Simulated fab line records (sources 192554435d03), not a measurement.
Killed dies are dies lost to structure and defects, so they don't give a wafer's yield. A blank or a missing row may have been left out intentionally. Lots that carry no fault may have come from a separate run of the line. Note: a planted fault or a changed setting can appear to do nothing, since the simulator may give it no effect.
Which tool was responsible? + flow n5-finfet + 24 wafers from 8 lots sampled at 5 of the route's 1938 steps

## WHAT THE GAUGES SHOWED, per wafer
N5_BEOL_M4_RC_MEAS_101. Usual: DIBL_N 36.6 mV/V, standard deviation 1.3; DIBL_P 36.4 mV/V, standard deviation 1.4; IGATE_N 0.0128 nA/um, standard deviation 0.0018; IOFF_N 0.167 nA/um, standard deviation 0.023; IOFF_N_85C 3.3 nA/um, standard deviation 0.38; IOFF_N_LIN 0.077 nA/um, standard deviation 0.0087; IOFF_N_LONG 5.62e-05 nA/um, standard deviation 2.4e-06; IOFF_P 0.219 nA/um, standard deviation 0.029; IOFF_P_85C 3.8 nA/um, standard deviation 0.42; IOFF_P_LIN 0.104 nA/um, standard deviation 0.012; IOFF_P_LONG 0.000108 nA/um, standard deviation 9.9e-06; ION_N 678 uA/um, standard deviation 8.7; ION_P 464 uA/um, standard deviation 6.4; SS_N 71.5 mV/dec, standard deviation 0.53; SS_P 73.4 mV/dec, standard deviation 0.57; VT_N 248.5 mV, standard deviation 2.8; VT_N_LONG 274.1 mV, standard deviation 1.9; VT_N_LVT 98.6 mV, standard deviation 2.8; VT_P -249 mV, standard deviation 3.1; VT_P_LONG -275 mV, standard deviation 3.3; VT_P_LVT -99.0 mV, standard deviation 2.7.
| lot  | measured     | on        | DIBL_N (mV/V)  | DIBL_P (mV/V)  | IGATE_N (nA/um)      | IOFF_N (nA/um)       | IOFF_N_85C (nA/um) | IOFF_N_LIN (nA/um)   | IOFF_N_LONG (nA/um)           | IOFF_P (nA/um)    | IOFF_P_85C (nA/um) | IOFF_P_LIN (nA/um) | IOFF_P_LONG (nA/um)        | ION_N (uA/um) | ION_P (uA/um) | SS_N (mV/dec)  | SS_P (mV/dec)  | VT_N (mV)         | VT_N_LONG (mV)    | VT_N_LVT (mV)     | VT_P (mV)      | VT_P_LONG (mV) | VT_P_LVT (mV)        | flag |
|------|--------------|-----------|----------------|----------------|----------------------|----------------------|--------------------|----------------------|-------------------------------|-------------------|--------------------|--------------------|----------------------------|---------------|---------------|----------------|----------------|-------------------|-------------------|-------------------|----------------|----------------|----------------------|------|
| L615 | day 9 01:15  | prober-02 | 35.6 37.3 36.9 | 34.5 36.0 36.0 | 0.0888 0.0952 0.0781 | 24.272 28.469 28.323 | 212.6 244.3 242.5  | 11.327 12.778 12.657 | 0.0079874 0.007974 0.0079633  | 0.044 0.049 0.049 | 1.0 1.1 1.1        | 0.022 0.023 0.023  | 5e-05 5.8e-05 5.9e-05      | 951 963 954   | 402 403 400   | 71.3 71.9 71.7 | 73.5 73.3 73.9 | 104.3 102.8 104.1 | 129.0 129.4 129.5 | -43.8 -46.0 -44.4 | -290 -291 -289 | -316 -314 -313 | -143.2 -142.3 -141.0 | OFF  |
| L616 | day 9 10:55  | prober-02 | 37.2 37.2 39.4 | 36.1 35.8 38.8 | 0.1290 0.1065 0.1285 | 25.167 23.856 32.805 | 222.8 209.1 277.1  | 12.042 11.274 14.810 | 0.0083336 0.0082807 0.0082002 | 0.048 0.049 0.058 | 1.1 1.1 1.2        | 0.024 0.024 0.027  | 5e-05 5.6e-05 5.6e-05      | 963 968 982   | 404 403 409   | 71.8 71.2 71.9 | 73.2 73.9 74.0 | 104.2 104.4 100.1 | 129.2 131.1 130.1 | -47.8 -46.6 -51.5 | -289 -289 -290 | -315 -312 -315 | -137.6 -138.7 -136.0 | OFF  |
| L628 | day 14 05:10 | prober-01 | 36.7 36.8 35.3 | 35.2 37.2 35.2 | 0.0130 0.0128 0.0114 | 0.151 0.157 0.133    | 3.0 3.0 2.7        | 0.071 0.074 0.064    | 5.65e-05 5.57e-05 5.57e-05    | 0.167 0.193 0.169 | 3.0 3.5 3.1        | 0.083 0.091 0.084  | 9.6e-05 9.5e-05 9.7e-05    | 675 674 665   | 448 460 453   | 72.3 71.7 71.6 | 73.0 73.3 72.5 | 250.5 248.2 251.8 | 271.4 274.7 271.7 | 100.3 99.0 101.6  | -255 -254 -252 | -279 -276 -279 | -102.8 -100.0 -102.0 |      |
| L630 | day 14 20:09 | prober-02 | 35.9 35.2 36.6 | 35.4 35.2 36.0 | 0.0116 0.0139 0.0116 | 0.156 0.148 0.169    | 3.1 3.0 3.3        | 0.076 0.073 0.080    | 5.9e-05 5.91e-05 5.88e-05     | 0.219 0.225 0.230 | 3.8 3.9 3.9        | 0.104 0.108 0.107  | 0.000115 0.000115 0.000117 | 675 681 681   | 464 472 466   | 70.9 70.5 70.9 | 73.2 73.5 73.4 | 246.8 249.7 246.5 | 273.8 271.8 273.2 | 95.4 97.1 95.6    | -250 -248 -248 | -272 -273 -271 | -95.7 -95.3 -96.1    |      |
| L631 | day 14 18:17 | prober-01 | 36.4 37.5 37.3 | 36.8 38.0 37.8 | 0.0130 0.0135 0.0110 | 0.165 0.173 0.172    | 3.2 3.3 3.3        | 0.074 0.078 0.077    | 5.69e-05 5.62e-05 5.65e-05    | 0.212 0.237 0.228 | 3.7 4.0 3.9        | 0.099 0.108 0.104  | 0.000106 0.000107 0.000111 | 667 670 668   | 458 463 461   | 71.5 71.5 71.3 | 73.0 73.5 73.2 | 246.2 247.3 247.1 | 273.4 272.7 273.3 | 99.0 98.9 98.6    | -250 -248 -251 | -276 -276 -275 | -99.8 -98.7 -100.0   |      |
| L632 | day 14 22:31 | prober-01 | 39.3 37.9 37.2 | 37.6 37.0 36.2 | 0.0162 0.0126 0.0138 | 0.193 0.165 0.149    | 3.7 3.2 3.0        | 0.085 0.076 0.070    | 5.34e-05 5.3e-05 5.2e-05      | 0.207 0.200 0.180 | 3.5 3.4 3.2        | 0.093 0.091 0.084  | 8.8e-05 9.2e-05 9.3e-05    | 689 679 672   | 461 466 456   | 71.7 71.7 71.6 | 74.3 73.7 73.5 | 245.8 249.2 252.1 | 275.8 274.5 278.0 | 97.0 98.5 101.0   | -252 -253 -255 | -278 -281 -281 | -102.9 -102.1 -104.0 |      |
| L633 | day 15 15:37 | prober-01 | 37.1 37.7 36.9 | 39.1 38.4 38.3 | 0.0117 0.0126 0.0141 | 0.171 0.176 0.168    | 3.3 3.4 3.2        | 0.077 0.079 0.077    | 5.13e-05 5.29e-05 5.18e-05    | 0.247 0.233 0.222 | 4.2 4.0 3.9        | 0.111 0.107 0.103  | 0.000108 0.000106 0.0001   | 674 675 678   | 463 465 466   | 72.1 72.4 71.7 | 73.3 73.7 73.8 | 249.8 250.0 252.3 | 276.2 276.1 277.8 | 100.2 98.8 99.4   | -248 -248 -251 | -273 -274 -274 | -97.0 -98.5 -100.3   |      |
| L634 | day 15 22:28 | prober-01 | 38.3 37.2 37.2 | 39.0 36.4 36.5 | 0.0155 0.0143 0.0130 | 0.231 0.193 0.188    | 4.3 3.6 3.6        | 0.101 0.087 0.086    | 5.83e-05 5.74e-05 5.75e-05    | 0.281 0.235 0.234 | 4.7 4.0 4.0        | 0.124 0.108 0.107  | 0.000108 0.000109 0.000109 | 704 689 690   | 477 468 468   | 71.8 71.3 71.6 | 74.7 74.4 73.3 | 242.5 245.3 245.2 | 273.2 271.7 274.8 | 92.0 95.6 96.6    | -245 -249 -250 | -274 -274 -274 | -94.4 -97.4 -96.9    |      |

## TOOL THAT RAN EACH LOT (tool first, then ch and the chambers of the sampled wafers, then the start)
| lot  | N5_HKMG_FIN_PWFM_ALD_03            | N5_HKMG_FIN_ETCH_31                | N5_HKMG_FIN_STRIP_34               | N5_HKMG_FIN_ALD_91                  |
|------|------------------------------------|------------------------------------|------------------------------------|-------------------------------------|
| L615 | ald-metal-03 ch 1,2,3, day 4 21:17 | rie-diel-05 ch 0,1,3, day 4 22:18  | rie-diel-05 ch 0,1,3, day 4 22:33  | ald-metal-01 ch 0,1,3, day 4 23:15  |
| L616 | ald-metal-01 ch 1,2, day 5 02:49   | rie-diel-04 ch 0,3, day 5 03:47    | rie-diel-04 ch 0,3, day 5 04:02    | ald-metal-02 ch 0,3, day 5 04:44    |
| L628 | ald-metal-01 ch 1,2,3, day 8 01:23 | rie-diel-04 ch 1,3, day 8 02:13    | rie-diel-04 ch 1,3, day 8 02:28    | ald-metal-01 ch 0,1,2, day 8 03:10  |
| L630 | ald-metal-01 ch 0,1,3, day 8 13:17 | rie-diel-01 ch 1,2, day 8 14:33    | rie-diel-01 ch 1,2, day 8 14:48    | ald-metal-01 ch 1,3, day 8 15:30    |
| L631 | ald-metal-01 ch 0,1,2, day 8 20:38 | rie-diel-05 ch 1,3, day 8 21:36    | rie-diel-05 ch 1,3, day 8 21:51    | ald-metal-01 ch 1,2, day 9 06:58    |
| L632 | ald-metal-01 ch 0,2,3, day 9 15:07 | rie-diel-01 ch 0,1,3, day 9 16:05  | rie-diel-01 ch 0,1,3, day 9 16:20  | ald-metal-02 ch 0,2,3, day 9 17:01  |
| L633 | ald-metal-03 ch 2,3, day 9 15:35   | rie-diel-05 ch 1,2, day 9 16:25    | rie-diel-05 ch 1,2, day 9 16:40    | ald-metal-03 ch 0,1,3, day 9 17:22  |
| L634 | ald-metal-02 ch 2,3, day 10 01:58  | rie-diel-01 ch 0,1,3, day 10 02:48 | rie-diel-01 ch 0,1,3, day 10 03:03 | ald-metal-02 ch 0,1,3, day 10 03:45 |
- N5_HKMG_FIN_PWFM_ALD_03: deposits TiN, target thk 2 nm, pulse time 1 s, purge time 3 s.
- N5_HKMG_FIN_ETCH_31: etches SiARC in CF4, target depth 45.5 nm, time 75.8 s.
- N5_HKMG_FIN_STRIP_34: strips in CF4.
- N5_HKMG_FIN_ALD_91: deposits TiN, target thk 1 nm, pulse time 1 s, purge time 3 s.

## AS READ BY THE TOOLS THEMSELVES (means over the sampled wafers that have a number; for cases with no such wafer, the mark the record gives instead)
N5_HKMG_FIN_PWFM_ALD_03. Usual: chamber-pressure-Torr 3.000 Torr, standard deviation 0.007; heater-power-w 864 W, standard deviation 99; precursor-pulse-height-rel 0.997, standard deviation 0.019.
| lot  | tool         | chamber-pressure-Torr (Torr) | heater-power-w (W) | precursor-pulse-height-rel | flag |
|------|--------------|------------------------------|--------------------|----------------------------|------|
| L615 | ald-metal-03 | 2.998                        | 809                | 0.995                      |      |
| L616 | ald-metal-01 | 2.997                        | 845                | 1.016                      |      |
| L628 | ald-metal-01 | 2.999                        | 834                | 1.003                      |      |
| L630 | ald-metal-01 | 3.001                        | 849                | 0.984                      |      |
| L631 | ald-metal-01 | 2.997                        | 860                | 0.984                      |      |
| L632 | ald-metal-01 | 2.997                        | 928                | 1.007                      |      |
| L633 | ald-metal-03 | 2.998                        | 824                | 0.994                      |      |
| L634 | ald-metal-02 | 2.996                        | 883                | 1.008                      |      |

N5_HKMG_FIN_ETCH_31. Usual: drypump-motor-current-A 5.8 A, standard deviation 0.51; etch-rf-on-time-s 75.9 s, standard deviation 1.1; oes-product-au 0.66 a.u., standard deviation 0.065; rf-vpp-V 184.2 V, standard deviation 0.96; showerhead-plenum-p-Torr 2.15 Torr, standard deviation 0.047; throttle-valve-pct 15.70 %, standard deviation 0.16.
| lot  | tool        | drypump-motor-current-A (A) | etch-rf-on-time-s (s) | oes-product-au (a.u.) | rf-vpp-V (V) | showerhead-plenum-p-Torr (Torr) | throttle-valve-pct (%) | flag |
|------|-------------|-----------------------------|-----------------------|-----------------------|--------------|---------------------------------|------------------------|------|
| L615 | rie-diel-05 | 6.1                         | 75.7                  | 0.72                  | 184.3        | 2.17                            | 15.59                  |      |
| L616 | rie-diel-04 | 6.0                         | 77.3                  | 0.58                  | 184.7        | 2.20                            | 15.82                  |      |
| L628 | rie-diel-04 | 6.0                         | 76.0                  | 0.64                  | 183.2        | 2.13                            | 15.72                  |      |
| L630 | rie-diel-01 | 5.2                         | 75.6                  | 0.61                  | 183.9        | 2.17                            | 15.70                  |      |
| L631 | rie-diel-05 | 6.2                         | 75.8                  | 0.68                  | 184.2        | 2.10                            | 15.67                  |      |
| L632 | rie-diel-01 | 5.8                         | 75.7                  | 0.67                  | 183.4        | 2.12                            | 15.72                  |      |
| L633 | rie-diel-05 | 6.4                         | 75.6                  | 0.65                  | 184.2        | 2.16                            | 15.64                  |      |
| L634 | rie-diel-01 | 5.8                         | 75.5                  | 0.67                  | 183.8        | 2.12                            | 15.74                  |      |

N5_HKMG_FIN_STRIP_34. Usual: drypump-motor-current-A 5.8 A, standard deviation 0.51; oes-product-au 0.77 a.u., standard deviation 0.072; rf-vpp-V 271.4 V, standard deviation 1.1; showerhead-plenum-p-Torr 1.80 Torr, standard deviation 0.04; throttle-valve-pct 13.67 %, standard deviation 0.18.
| lot  | tool        | drypump-motor-current-A (A) | oes-product-au (a.u.) | rf-vpp-V (V) | showerhead-plenum-p-Torr (Torr) | throttle-valve-pct (%) | flag |
|------|-------------|-----------------------------|-----------------------|--------------|---------------------------------|------------------------|------|
| L615 | rie-diel-05 | 6.1                         | 0.83                  | 271.7        | 1.82                            | 13.54                  |      |
| L616 | rie-diel-04 | 6.0                         | 0.68                  | 272.9        | 1.84                            | 13.82                  |      |
| L628 | rie-diel-04 | 6.0                         | 0.75                  | 270.5        | 1.79                            | 13.69                  |      |
| L630 | rie-diel-01 | 5.2                         | 0.71                  | 272.2        | 1.82                            | 13.71                  |      |
| L631 | rie-diel-05 | 6.2                         | 0.79                  | 269.8        | 1.76                            | 13.64                  |      |
| L632 | rie-diel-01 | 5.8                         | 0.78                  | 271.3        | 1.78                            | 13.68                  |      |
| L633 | rie-diel-05 | 6.4                         | 0.75                  | 272.1        | 1.81                            | 13.62                  |      |
| L634 | rie-diel-01 | 5.8                         | 0.77                  | 270.9        | 1.77                            | 13.70                  |      |

N5_HKMG_FIN_ALD_91. Usual: chamber-pressure-Torr 3.000 Torr, standard deviation 0.0083; heater-power-w 875 W, standard deviation 89; precursor-pulse-height-rel 1.000, standard deviation 0.018.
| lot  | tool         | chamber-pressure-Torr (Torr) | heater-power-w (W) | precursor-pulse-height-rel | flag |
|------|--------------|------------------------------|--------------------|----------------------------|------|
| L615 | ald-metal-01 | -                            | -                  | -                          | OFF  |
| L616 | ald-metal-02 | -                            | -                  | -                          | OFF  |
| L628 | ald-metal-01 | 2.999                        | 868                | 1.015                      |      |
| L630 | ald-metal-01 | 2.999                        | 814                | 0.992                      |      |
| L631 | ald-metal-01 | 3.007                        | 835                | 0.982                      |      |
| L632 | ald-metal-02 | 3.002                        | 897                | 1.000                      |      |
| L633 | ald-metal-03 | 3.004                        | 840                | 0.989                      |      |
| L634 | ald-metal-02 | 2.996                        | 888                | 1.000                      |      |

## THE ANSWER, worked out from the rows above alone
Rule: a lot counts as off when the mean over its wafers that have a number is more than 3 standard deviations away from the usual mean. A lot without any number at a reading at which 4 lots or more have one is off too. The other lots that the step has rows for count as sound. Order of review: gauges by route order, followed by the tools' own readings, for which a lot's mean as printed above is used. At the first step where some lot is off, the reading lying furthest off is the one used; lots without a number count as furthest.
Off: at N5_BEOL_M4_RC_MEAS_101 (IOFF_N_LONG), L615, L616.
If a tool, at a process step before that reading, ran all the lots that are off and no sound lot after the first of them, it fits. The gauges at N5_BEOL_M4_RC_MEAS_101 aren't tried: what is off there is off at N5_HKMG_FIN_ALD_91 too, on other tools, and a gauge's error can't cause that. No candidate that was tried fits.

## WHAT THE SIMULATOR HAD PUT IN
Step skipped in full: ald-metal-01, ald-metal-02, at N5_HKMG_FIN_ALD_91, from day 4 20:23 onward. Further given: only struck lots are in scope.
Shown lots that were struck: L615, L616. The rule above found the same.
